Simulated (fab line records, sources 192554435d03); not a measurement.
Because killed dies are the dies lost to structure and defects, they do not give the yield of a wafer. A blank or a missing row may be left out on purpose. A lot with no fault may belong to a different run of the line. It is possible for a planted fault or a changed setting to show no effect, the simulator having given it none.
fab line records | flow n5-finfet
[record] lots = 7 wafers = 21
route steps=1938 shown BEOL_M11@1546 BEOL_M13@1694 BEOL_M14@1763 BEOL_M15@1773 MIM_BOT_ETCH@1868
start-h: start of the lot's first displayed wafer, in hours after the record's first day | wait-h: time in hours since the lot's previous step | " identical to the entry in the row above | L1.1+2: a single row standing in for several wafers | - no value, or no start was given | * or withheld: withheld | < > ~ a bound
route shown NAME@n: names a module that has steps shown in the file, with the first one's number in the route | usual: average and standard deviation across the fault-free wafers | same: alike in all rows | chamber/n: place in a boat | sites: the reading at each site | _std_site: the values' standard deviation | _edge_site: outer sites' mean less inner sites' | radius-mm: how far each site lies from the wafer's centre | mask NAME#n: copy n | behind: the most recent tool/chamber to have shaped the wafer | hold: reason for holding the lot/hours on hold/outcome of the hold | device: transistor that didn't switch, given as n, p or np | end of line: the same wafers' tests at the end of the route | a step given without rows: its recipe and nothing more | killed: count of dies lost to structure and defects at first sort (not the wafer's yield) | map: per-die view of a wafer (x killed, . not killed, _ where there is no die)
set.NAME: the setting that was run; set.NAME@STEP: the one run at that earlier step | model.NAME: the simulator's own value behind a step, which no gauge read
one table per step and one row per wafer, for lots whose settings were changed on purpose
[[steps]]
[step N5_BEOL_M11_EXPOSE_08]
[recipe] mask-id = M11 na = 1.35 source-shape = dipole sigma-inner = 0.411 sigma-outer = 0.611 polarization = te dose-mj = 53.75
// columns lot.wafer tool chamber start-h wait-h mask set.dose-mj
L074.1 arfi-scanner-02 0 241.98 - M11#0 51.98
L074.4+6 " 0 " " M11#0 53.75
L077.1+5 arfi-scanner-03 0 242.28 - M11#0 51.82
L077.3 " 0 " " M11#0 53.75
L079.1+4 arfi-scanner-03 0 259.86 - M11#0 53.75
L079.3 " 0 " " M11#0 50.94
L081.1+3+6 arfi-scanner-02 0 266.50 - M11#0 53.75
L087.1+2 arfi-scanner-03 0 311.50 - M11#0 53.75
L087.3 " 0 " " M11#0 55.69
L088.2+3+6 arfi-scanner-01 0 320.49 - M11#0 53.75
L092.1+5+6 arfi-scanner-01 0 327.33 - M11#0 53.75
[step N5_BEOL_M11_PEB_09]
[recipe] peb-temp-c = withheld peb-time-s = 60 resist = CAR-ArF
[step N5_BEOL_M11_DEVELOP_10]
[recipe] develop-time-s = 30 developer = TMAH resist = CAR-ArF rinse-liquid = diw dry = air-spin dev-temp-c = 23
[step N5_BEOL_M11_CD_MEAS_11]
[recipe] target-cd-nm = 64.1 landing-energy-ev = 500 detector = se-inlens polarity = opening
[usual] cd-nm = 64.2/0.56
// columns lot.wafer tool chamber start-h wait-h set.dose-mj@BEOL_M11_EXPOSE_08 cd-nm
L074.1 cd-sem-02 0 242.11 - 51.98 62.0
L074.4 " 0 " " 53.75 64.3
L074.6 " 0 " " 53.75 63.7
L077.1 cd-sem-02 0 242.40 - 51.82 62.4
L077.3 " 0 " " 53.75 64.6
L077.5 " 0 " " 51.82 62.7
L079.1 cd-sem-01 0 259.98 - 53.75 64.0
L079.3 " 0 " " 50.94 60.8
L079.4 " 0 " " 53.75 63.8
L081.1 cd-sem-01 0 266.62 - 53.75 63.9
L081.3 " 0 " " 53.75 64.0
L081.6 " 0 " " 53.75 63.3
L087.1 cd-sem-01 0 311.63 - 53.75 63.6
L087.2 " 0 " " 53.75 63.9
L087.3 " 0 " " 55.69 65.9
L088.2 cd-sem-02 0 320.61 - 53.75 64.5
L088.3 " 0 " " 53.75 63.6
L088.6 " 0 " " 53.75 63.5
L092.1 cd-sem-02 0 327.46 - 53.75 64.1
L092.5 " 0 " " 53.75 64.5
L092.6 " 0 " " 53.75 64.3
[step N5_BEOL_M11_DESCUM_16]
[recipe] chemistry = O2 time-s = 7.9 source-power-w = 50 bias-power-w = 20 pressure-mtorr = 20 rf-frequency-hz = 2.712e+07 temp-c = 40 resist = CAR-ArF o2-flow-sccm = 225
[step N5_BEOL_M11_ETCH_61]
[recipe] chemistry = CF4 target = SiARC target-depth-a = 390 mask-material = CAR-ArF time-s = 65 ion-energy-ev = 80 pressure-mtorr = 40 source-w = 545 bias-w = 36 Ar_flow_sccm = 100 cf4-flow-sccm = 100 ends = cleared
// columns lot.wafer tool chamber start-h wait-h set.dose-mj@BEOL_M11_EXPOSE_08 model.BEOL_M11.cd-offset-nm
L074.1 rie-diel-05 0 242.38 0.0 51.98 -1.6
L074.4 " 1 " " 53.75 0
L074.6 " 3 " " 53.75 -0.8
L077.1 rie-diel-06 1 242.64 0.0 51.82 -1.8
L077.3 " 0 " " 53.75 0.4
L077.5 " 2 " " 51.82 -1.4
L079.1+4 rie-diel-01 1,2 260.11 0.0 53.75 -0.2
L079.3 " 0 " " 50.94 -3
L081.1 rie-diel-06 0 266.75 0.0 53.75 0.2
L081.3 " 2 " " 53.75 -0.6
L081.6 " 3 " " 53.75 -1.2
L087.1+2 rie-diel-06 0,3 311.75 0.0 53.75 -0.6
L087.3 " 2 " " 55.69 1.8
L088.2 rie-diel-05 3 320.95 0.0 53.75 0.6
L088.3 " 2 " " 53.75 0
L088.6 " 1 " " 53.75 -0.2
L092.1+5 rie-diel-05 0,1 327.58 0.0 53.75 0.2
L092.6 " 2 " " 53.75 0.4
[step N5_BEOL_M11_ETCH_62]
[recipe] chemistry = N2/H2 target = SOC target-depth-a = 1100 overetch-a = 220 mask-material = SiARC temp-c = 40 time-s = 165 ion-energy-ev = 200 pressure-mtorr = 30 source-w = 840 bias-w = 150 n2-flow-sccm = 200 h2-flow-sccm = 200
[step N5_BEOL_M11_STRIP_68]
[recipe] chemistry = N2/H2 temp-c = 40 n2-flow-sccm = 200 h2-flow-sccm = 200 rf-frequency-hz = 6e+07
[step N5_BEOL_M11_HM_OPEN_17]
[recipe] chemistry = Cl2/BCl3 target-depth-a = 200 overetch-a = 60 target = TiN mask-material = SOC ion-energy-ev = 150 pressure-mtorr = 10 icp-w = 1000 bias-w = 126 Cl2_flow_sccm = 53.25 bcl3-flow-sccm = 21.75 Ar_flow_sccm = 25
[step N5_BEOL_M11_STRIP_19]
[recipe] chemistry = O2 power-w = 400 temp-c = 40 pressure-mtorr = 30 rf-frequency-hz = 6e+07 bias-power-w = 0 overash-fraction = 0.2 o2-flow-sccm = 225
[step N5_BEOL_M11_CD_MEAS_18]
[recipe] pitch-nm = 140 target-cd-nm = 70
[usual] cd-nm = 70.2/0.67
// columns lot.wafer tool chamber start-h wait-h set.dose-mj@BEOL_M11_EXPOSE_08 cd-nm
L074.1 cd-sem-01 - 242.81 0.1 51.98 68.7
L074.4 " - " " 53.75 69.4
L074.6 " - " " 53.75 68.9
L077.1 cd-sem-02 - 243.06 0.0 51.82 68.3
L077.3 " - " " 53.75 70.6
L077.5 " - " " 51.82 68.2
L079.1 cd-sem-03 - 260.55 0.0 53.75 69.8
L079.3 " - " " 50.94 67.1
L079.4 " - " " 53.75 70.5
L081.1 cd-sem-03 - 267.16 0.0 53.75 70.0
L081.3 " - " " 53.75 69.4
L081.6 " - " " 53.75 68.4
L087.1 cd-sem-03 - 312.26 0.0 53.75 69.3
L087.2 " - " " 53.75 69.8
L087.3 " - " " 55.69 72.0
L088.2 cd-sem-01 - 321.51 0.1 53.75 70.9
L088.3 " - " " 53.75 70.1
L088.6 " - " " 53.75 69.7
L092.1 cd-sem-03 - 328.00 0.0 53.75 69.8
L092.5 " - " " 53.75 70.4
L092.6 " - " " 53.75 70.7
[step N5_BEOL_M11_ETCH_66]
[recipe] chemistry = N2/H2 target = SOC target-depth-a = 1200 overetch-a = 240 mask-material = SiARC temp-c = 40 time-s = 180 ion-energy-ev = 200 pressure-mtorr = 30 source-w = 840 bias-w = 150 n2-flow-sccm = 200 h2-flow-sccm = 200
// columns lot.wafer tool chamber start-h wait-h set.time-s model.SiARC_of_BEOL_M11_COAT_64.thk-nm
L074.1 rie-diel-01 1 243.54 0.0 180 23.2
L074.4 " 0 " " 180 22.8
L074.6 " 0 " " 149.1 24.2
L077.1+5 rie-diel-06 0 243.77 0.0 180 23
L077.3 " 3 " " 180 22.8
L079.1 rie-diel-06 3 261.15 0.0 180 23
L079.3 " 2 " " 197.8 21.8
L079.4 " 3 " " 180 22.8
L081.1 rie-diel-06 0 268.95 0.0 180 23
L081.3 " 2 " " 180 22.2
L081.6 " 3 " " 180 22.8
L087.1 rie-diel-01 3 315.36 0.0 180 22.4
L087.2 " 2 " " 180 22.2
L087.3 " 0 " " 220 21.2
L088.2+6 rie-diel-06 0 323.98 0.0 180 22.8
L088.3 " 1 " " 180 22.4
L092.1 rie-diel-01 3 331.43 0.0 180 22.4
L092.5 " 3 " " 163 23.2
L092.6 " 2 " " 180 22.2
[step N5_BEOL_M11_TRENCH_ETCH_37]
[recipe] chemistry = C4F6/O2 target-depth-a = 1488.3 target = SiCOH_lowk time-s = 48 ion-energy-ev = 250 pressure-mtorr = 30 source-w = 345 bias-w = 185 Ar_flow_sccm = 300 C4F6_flow_sccm = 10 O2_flow_sccm = 10
[usual] rf-vpp-V = 665/9.6
// columns lot.wafer tool chamber start-h wait-h set.bias-w rf-vpp-V
L074.1 rie-diel-01 1 - - 185 666
L074.4 " 0 " " 161 595
L074.6 " 0 " " 185 666
L077.1 rie-diel-06 0 - - 185 655
L077.3 " 3 " " 185 665
L077.5 " 0 " " 185 654
L079.1 rie-diel-06 3 - - 185 666
L079.3 " 2 " " 185 653
L079.4 " 3 " " 185 665
L081.1 rie-diel-06 0 - - 185 652
L081.3 " 2 " " 162.5 590
L081.6 " 3 " " 162.5 600
L087.1 rie-diel-01 3 - - 185 662
L087.2 " 2 " " 211.3 745
L087.3 " 0 " " 211.3 739
L088.2 rie-diel-06 0 - - 185 656
L088.3 " 1 " " 185 655
L088.6 " 0 " " 185 654
L092.1 rie-diel-01 3 - - 168.5 613
L092.5 " 3 " " 185 661
L092.6 " 2 " " 168.5 623
[step N5_BEOL_M11_ETCH_41]
[recipe] chemistry = CH3F/O2 target = SiCN target-depth-a = 426 taper-deg = 2 time-s = 86 ion-energy-ev = 120 mask-material = TiN pressure-mtorr = 30 source-w = 395 bias-w = 75 Ar_flow_sccm = 150 CH3F_flow_sccm = 30 O2_flow_sccm = 20
[step N5_BEOL_M11_STRIP_77]
[recipe] chemistry = N2/H2 time-s = 10 power-w = 450 temp-c = 40 pressure-mtorr = 20 rf-frequency-hz = 6e+07 bias-power-w = 7 n2-flow-sccm = 200 h2-flow-sccm = 200
[step N5_BEOL_M11_PRECLEAN_42]
[recipe] chemistry = residue-remover time-s = 60 temp-c = 40
[step N5_BEOL_M11_SRD_43]
[recipe] time-s = 30 temp-c = 23 rinse-liquid = diw dry = ipa-marangoni
[step N5_BEOL_M11_CD_MEAS_35]
[recipe] target-cd-nm = 70 polarity = opening
[usual] cd-nm = 70.2/0.67
// columns lot.wafer tool chamber start-h wait-h set.dose-mj@BEOL_M11_EXPOSE_08 cd-nm
L074.1 cd-sem-01 - 244.12 0.0 51.98 67.7
L074.4 " - " " 53.75 69.5
L074.6 " - " " 53.75 68.9
L077.1 cd-sem-02 - 244.33 0.0 51.82 68.1
L077.3 " - " " 53.75 70.2
L077.5 " - " " 51.82 68.8
L079.1 cd-sem-02 - 261.71 0.0 53.75 69.9
L079.3 " - " " 50.94 67.1
L079.4 " - " " 53.75 70.0
L081.1 cd-sem-01 - 269.51 0.0 53.75 70.2
L081.3 " - " " 53.75 69.2
L081.6 " - " " 53.75 68.7
L087.1 cd-sem-03 - 315.92 0.0 53.75 69.4
L087.2 " - " " 53.75 69.6
L087.3 " - " " 55.69 72.0
L088.2 cd-sem-02 - 324.54 0.0 53.75 70.7
L088.3 " - " " 53.75 70.6
L088.6 " - " " 53.75 70.1
L092.1 cd-sem-03 - 331.99 0.0 53.75 70.1
L092.5 " - " " 53.75 70.3
L092.6 " - " " 53.75 70.7
[step N5_BEOL_M13_ETCH_68]
[recipe] chemistry = N2/H2 target = SOC mask-material = SiARC source-w = 3000 bias-w = 350 temp-c = 40 time-s = 355 ion-energy-ev = 200 pressure-mtorr = 30 n2-flow-sccm = 200 h2-flow-sccm = 200
// columns lot.wafer tool chamber start-h wait-h set.time-s model.SiARC_of_BEOL_M13_COAT_66.thk-nm
L074.1 rie-diel-06 1 254.96 0.1 355 77.8
L074.4 " 0 " " 400.2 73.2
L074.6 " 3 " " 400.2 72.6
L077.1 rie-diel-05 3 259.79 0.1 404.6 73.8
L077.3 " 1 " " 404.6 72.6
L077.5 " 3 " " 355 78.4
L079.1 rie-diel-01 3 272.97 0.1 355 76.4
L079.3 " 1 " " 290.5 83.2
L079.4 " 0 " " 290.5 81.6
L081.1 rie-diel-06 0 282.06 0.1 432.2 70.2
L081.3 " 3 " " 355 77.8
L081.6 " 2 " " 432.2 69.8
L087.1 rie-diel-01 0 327.35 0.1 401.8 73.2
L087.2 " 2 " " 355 78
L087.3 " 3 " " 401.8 73.4
L088.2 rie-diel-05 3 338.62 0.1 355 75.8
L088.3 " 0 " " 355 76.6
L088.6 " 2 " " 355 76
L092.1 rie-diel-06 0 341.21 0.1 355 77.2
L092.5 " 2 " " 303.2 81.8
L092.6 " 3 " " 355 77.6
[step N5_BEOL_M14_SPUTTER_44]
[recipe] material = Ta target-thk-a = 150 temp-c = 50 bias-v = 80 power-w = 15000 chamber-pressure-pa = 0.07 time-s = 24.19
// columns lot.wafer tool chamber start-h wait-h set.power-w model.Ta_of_BEOL_M14_SPUTTER_44.thk-nm
L074.1+6 pvd-sputter-01 - 263.73 0.0 15000 15
L074.4 " - " " 15000 15.2
L077.1 pvd-sputter-02 - 266.39 0.0 15770 16
L077.3+5 " - " " 15000 15.2
L079.1+4 pvd-sputter-01 - 284.22 0.0 15000 15.4
L079.3 " - " " 15000 15.6
L081.1 pvd-sputter-01 - 291.97 0.0 15000 15.4
L081.3+6 " - " " 15000 15
L087.1 pvd-sputter-02 - 337.78 0.0 15000 15
L087.2 " - " " 15000 14.6
L087.3 " - " " 15000 14.8
L088.2 pvd-sputter-01 - 346.87 0.0 15000 15
L088.3 " - " " 15000 14.6
L088.6 " - " " 15000 14.8
L092.1 pvd-sputter-02 - 347.20 0.0 13700 13.8
L092.5 " - " " 15000 15.4
L092.6 " - " " 15000 15.2
[step N5_BEOL_M15_ILD_DEP_00]
[recipe] material = SiO2 target-thk-a = 16293 temp-c = 400 precursor = TEOS/O2 pressure-torr = 6.5 rf-w = 900 teos-flow-sccm = 161.4 gas = O2 flow-sccm = 2650 time-s = 346.1
// columns lot.wafer tool chamber start-h wait-h set.time-s model.SiO2_of_BEOL_M15_ILD_DEP_00.thk-nm
L074.1 pecvd-04 0 264.90 0.0 346.1 1647
L074.4 " 0 " " 315.6 1522
L074.6 " 2 " " 315.6 1543
L077.1 pecvd-01 0 268.09 0.0 384.3 1821
L077.3 " 2 " " 346.1 1618
L077.5 " 2 " " 346.1 1631
L079.1 pecvd-04 2 285.40 0.0 330.7 1575
L079.3 " 1 " " 330.7 1557
L079.4 " 2 " " 346.1 1672
L081.1 pecvd-02 1 293.14 0.0 346.1 1621
L081.3 " 0 " " 346.1 1585
L081.6 " 1 " " 346.1 1636
L087.1 pecvd-04 2 338.95 0.0 346.1 1637
L087.2 " 0 " " 346.1 1611
L087.3 " 1 " " 381.8 1808
L092.1 pecvd-04 0 348.39 0.0 346.1 1617
L092.5 " 0 " " 299.5 1438
L092.6 " 1 " " 299.5 1415
L088.2 pecvd-01 2 348.44 0.0 346.1 1616
L088.3 " 1 " " 346.1 1647
L088.6 " 0 " " 346.1 1651
[step N5_BEOL_M15_THK_MEAS_01]
[recipe] reads = SiO2_of_BEOL_M15_ILD_DEP_00
[usual] M15_ILD_THK = 1633/23
// columns lot.wafer tool chamber start-h wait-h set.time-s@BEOL_M15_ILD_DEP_00 M15_ILD_THK[nm]
L074.1 film-metro-01 - 265.15 0.1 346.1 1647
L074.4 " - " " 315.6 1522
L074.6 " - " " 315.6 1543
L077.1 film-metro-01 - 268.34 0.1 384.3 1821
L077.3 " - " " 346.1 1618
L077.5 " - " " 346.1 1632
L079.1 film-metro-01 - 285.65 0.1 330.7 1575
L079.3 " - " " 330.7 1558
L079.4 " - " " 346.1 1672
L081.1 film-metro-02 - 293.39 0.1 346.1 1620
L081.3 " - " " 346.1 1584
L081.6 " - " " 346.1 1635
L087.1 film-metro-02 - 339.20 0.1 346.1 1638
L087.2 " - " " 346.1 1611
L087.3 " - " " 381.8 1808
L092.1 film-metro-02 - 348.64 0.1 346.1 1618
L092.5 " - " " 299.5 1437
L092.6 " - " " 299.5 1414
L088.2 film-metro-02 - 348.69 0.1 346.1 1616
L088.3 " - " " 346.1 1647
L088.6 " - " " 346.1 1653
[step N5_BEOL_M15_COAT_58]
[recipe] resist = BARC temp-c = 205 time-s = 60 spin-rpm = 1500 resist-thk-nm = 89
[step N5_BEOL_M15_COAT_04]
[recipe] spin-rpm = 1704 resist-thk-nm = 800
[step N5_BEOL_M15_DESCUM_15]
[recipe] chemistry = O2 time-s = 7.9 source-power-w = 50 bias-power-w = 20 pressure-mtorr = 20 rf-frequency-hz = 2.712e+07 temp-c = 40 o2-flow-sccm = 225
[step N5_BEOL_M15_ETCH_59]
[recipe] chemistry = N2/H2 target = BARC target-depth-a = 890 overetch-a = 267 time-s = 67.9 ion-energy-ev = 200 pressure-mtorr = 30 source-w = 840 bias-w = 150 n2-flow-sccm = 200 h2-flow-sccm = 200
[step N5_BEOL_M15_VIA_ETCH_16]
[recipe] chemistry = C4F8/O2/Ar target = SiO2 he-inner-torr = 15 he-outer-torr = 30 target-depth-a = 17922 time-s = withheld ion-energy-ev = 800 pressure-mtorr = 20 source-w = 1905 bias-w = 2040 Ar_flow_sccm = 400 C4F8_flow_sccm = 16 O2_flow_sccm = 12 ends = cleared
// columns lot.wafer tool chamber start-h wait-h set.time-s@BEOL_M15_ILD_DEP_00 model.etch.depth-nm model.coat_of_BEOL_M15_COAT_04.thk-nm
L074.1 rie-diel-01 3 265.76 0.0 * 1647 327
L074.4 " 2 " " * 1522 352
L074.6 " 0 " " * 1543 356.8
L077.1 rie-diel-05 3 268.94 0.0 * 1821 288.8
L077.3 " 1 " " * 1618 334.8
L077.5 " 0 " " * 1631 328.6
L079.1 rie-diel-06 0 286.19 0.0 * 1575 349
L079.3 " 2 " " * 1557 351
L079.4 " 3 " " * 1672 331.6
L081.1 rie-diel-06 0 294.00 0.0 * 1621 334
L081.3 " 2 " " * 1585 340.6
L081.6 " 0 " " * 1636 330.4
L087.1 rie-diel-05 3 339.68 0.0 * 1637 327.4
L087.2 " 2 " " * 1611 334.8
L087.3 " 0 " " * 1808 288.4
L092.1 rie-diel-06 3 349.62 0.0 * 1617 346.8
L092.5 " 0 " " * 1438 383.2
L092.6 " 3 " " * 1415 392.2
L088.2 rie-diel-01 2 349.63 0.0 * 1616 321.4
L088.3 " 3 " " * 1647 320.2
L088.6 " 1 " " * 1651 330.8
[step N5_BEOL_M15_SPUTTER_43]
[recipe] material = TaN target-thk-a = 150 temp-c = 50 bias-v = 168.6 power-w = 15000 chamber-pressure-pa = 0.12 time-s = 24.19
// columns lot.wafer tool chamber start-h wait-h set.time-s model.TaN_of_BEOL_M15_SPUTTER_43.thk-nm
L074.1 pvd-sputter-02 - 270.94 0.0 24.19 15.2
L074.4 " - " " 27.03 17
L074.6 " - " " 24.19 15
L077.1 pvd-sputter-01 - 271.41 0.0 24.19 15.4
L077.3 " - " " 24.19 15.2
L077.5 " - " " 20.77 13
L079.1+3 pvd-sputter-01 - 293.91 0.0 24.19 15.2
L079.4 " - " " 23.17 14.4
L081.1 pvd-sputter-02 - 300.36 0.0 25.66 16
L081.3+6 " - " " 24.19 15
L087.1+3 pvd-sputter-03 - 342.67 0.0 24.19 14.8
L087.2 " - " " 22.9 14
L092.1+6 pvd-sputter-02 - 353.70 0.0 21.27 13.2
L092.5 " - " " 24.19 15.2
L088.2+6 pvd-sputter-01 - 354.61 0.0 24.19 15
L088.3 " - " " 24.19 15.2
[step N5_BEOL_M15_DEP_53]
[recipe] material = SiCN target-thk-a = 500 temp-c = withheld precursor = 3MS/NH3 pressure-torr = 3 rf-w = 675 time-s = 17.8
// columns lot.wafer tool chamber start-h wait-h set.time-s model.SiCN_of_BEOL_M15_DEP_53.thk-nm
L074.1 pecvd-02 0 272.40 0.0 18.68 53.2
L074.4 " 0 " " 17.8 51.2
L074.6 " 1 " " 18.68 52.6
L077.1 pecvd-02 1 272.69 0.0 17.8 49.4
L077.3 " 2 " " 16.71 47.4
L077.5 " 0 " " 17.8 50.8
L079.1 pecvd-01 0 295.31 0.0 15.45 43
L079.3 " 2 " " 17.8 49.2
L079.4 " 1 " " 15.45 44
L081.1 pecvd-04 0 301.55 0.0 20.21 55.6
L081.3 " 2 " " 20.21 55.4
L081.6 " 1 " " 17.8 49.8
L087.1 pecvd-02 1 344.55 0.0 17.8 49
L087.2 " 2 " " 17.8 49.4
L087.3 " 0 " " 19.45 54.8
L092.1 pecvd-01 0 355.59 0.0 17.8 49.8
L092.5 " 0 " " 17.8 50.8
L092.6 " 1 " " 17.8 50.4
L088.2+6 pecvd-02 0,2 355.97 0.0 17.8 49.8
L088.3 " 2 " " 17.8 49.6
[step N5_MIM_BOT_ETCH_ETCH_00]
[recipe] chemistry = Cl2/BCl3 target = TiN target-depth-a = 455 ion-energy-ev = 150 pressure-mtorr = 10 icp-w = 1000 bias-w = 126 Cl2_flow_sccm = 53.25 bcl3-flow-sccm = 21.75 Ar_flow_sccm = 25
// columns lot.wafer tool chamber start-h wait-h set.bias-w model.etch.depth-nm
L074.1 rie-metal-01 1 278.35 0.1 113.3 44.61
L074.4 " 0 " " 113.3 44.24
L074.6 " 1 " " 113.3 44.37
L077.1 rie-metal-03 0 278.82 0.1 126 46.53
L077.3 " 0 " " 126 46.77
L077.5 " 1 " " 135.8 47.92
L079.1 rie-metal-01 0 301.81 0.1 126 45.63
L079.3 " 1 " " 142.3 47.59
L079.4 " 0 " " 126 45.68
L081.1 rie-metal-01 0 307.34 0.1 131.9 46.5
L081.3 " 0 " " 131.9 46.4
L081.6 " 0 " " 126 45.49
L087.1 rie-metal-01 1 351.05 0.1 126 45.56
L087.2 " 0 " " 126 45.82
L087.3 " 0 " " 126 45.6
L092.1 rie-metal-03 0 362.16 0.1 126 47.16
L092.5 " 1 " " 126 46.67
L092.6 " 0 " " 131.9 48
L088.2 rie-metal-02 1 362.57 0.2 126 45.86
L088.3 " 1 " " 126 46.35
L088.6 " 1 " " 126 46.21
[[key]]
[split] step = N5_BEOL_M11_EXPOSE_08 setting = dose-mj stated = 53.75 by = wafer
[response] step = N5_BEOL_M11_CD_MEAS_11 reading = cd-nm change = +0.592 per = 1% r = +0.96
[response] step = N5_BEOL_M11_ETCH_61 reading = model.BEOL_M11.cd-offset-nm change = +0.537 per = 1% r = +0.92
[response] step = N5_BEOL_M11_CD_MEAS_18 reading = cd-nm change = +0.538 per = 1% r = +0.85
[response] step = N5_BEOL_M11_CD_MEAS_35 reading = cd-nm change = +0.546 per = 1% r = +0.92
[split] step = N5_BEOL_M11_ETCH_66 setting = time-s stated = 180 by = wafer
[response] step = N5_BEOL_M11_ETCH_66 reading = model.SiARC_of_BEOL_M11_COAT_64.thk-nm change = -0.066 per = 1% r = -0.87
[split] step = N5_BEOL_M11_TRENCH_ETCH_37 setting = bias-w stated = 185 by = wafer
[response] step = N5_BEOL_M11_TRENCH_ETCH_37 reading = rf-vpp-V change = +5.24 per = 1% r = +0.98
[split] step = N5_BEOL_M13_ETCH_68 setting = time-s stated = 355 by = wafer
[response] step = N5_BEOL_M13_ETCH_68 reading = model.SiARC_of_BEOL_M13_COAT_66.thk-nm change = -0.349 per = 1% r = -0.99
[split] step = N5_BEOL_M14_SPUTTER_44 setting = power-w stated = 15000 by = wafer
[response] step = N5_BEOL_M14_SPUTTER_44 reading = model.Ta_of_BEOL_M14_SPUTTER_44.thk-nm change = +0.169 per = 1% r = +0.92
[split] step = N5_BEOL_M15_ILD_DEP_00 setting = time-s stated = 346.1 by = wafer
[response] step = N5_BEOL_M15_ILD_DEP_00 reading = model.SiO2_of_BEOL_M15_ILD_DEP_00.thk-nm change = +16 per = 1% r = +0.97
[response] step = N5_BEOL_M15_THK_MEAS_01 reading = M15_ILD_THK change = +16 per = 1% r = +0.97
[response] step = N5_BEOL_M15_VIA_ETCH_16 reading = model.etch.depth-nm change = +16 per = 1% r = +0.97
[response] step = N5_BEOL_M15_VIA_ETCH_16 reading = model.coat_of_BEOL_M15_COAT_04.thk-nm change = -3.53 per = 1% r = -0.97
[split] step = N5_BEOL_M15_SPUTTER_43 setting = time-s stated = 24.19 by = wafer
[response] step = N5_BEOL_M15_SPUTTER_43 reading = model.TaN_of_BEOL_M15_SPUTTER_43.thk-nm change = +0.164 per = 1% r = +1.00
[split] step = N5_BEOL_M15_DEP_53 setting = time-s stated = 17.8 by = wafer
[response] step = N5_BEOL_M15_DEP_53 reading = model.SiCN_of_BEOL_M15_DEP_53.thk-nm change = +0.454 per = 1% r = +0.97
[split] step = N5_MIM_BOT_ETCH_ETCH_00 setting = bias-w stated = 126 by = wafer
[response] step = N5_MIM_BOT_ETCH_ETCH_00 reading = model.etch.depth-nm change = +0.164 per = 1% r = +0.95
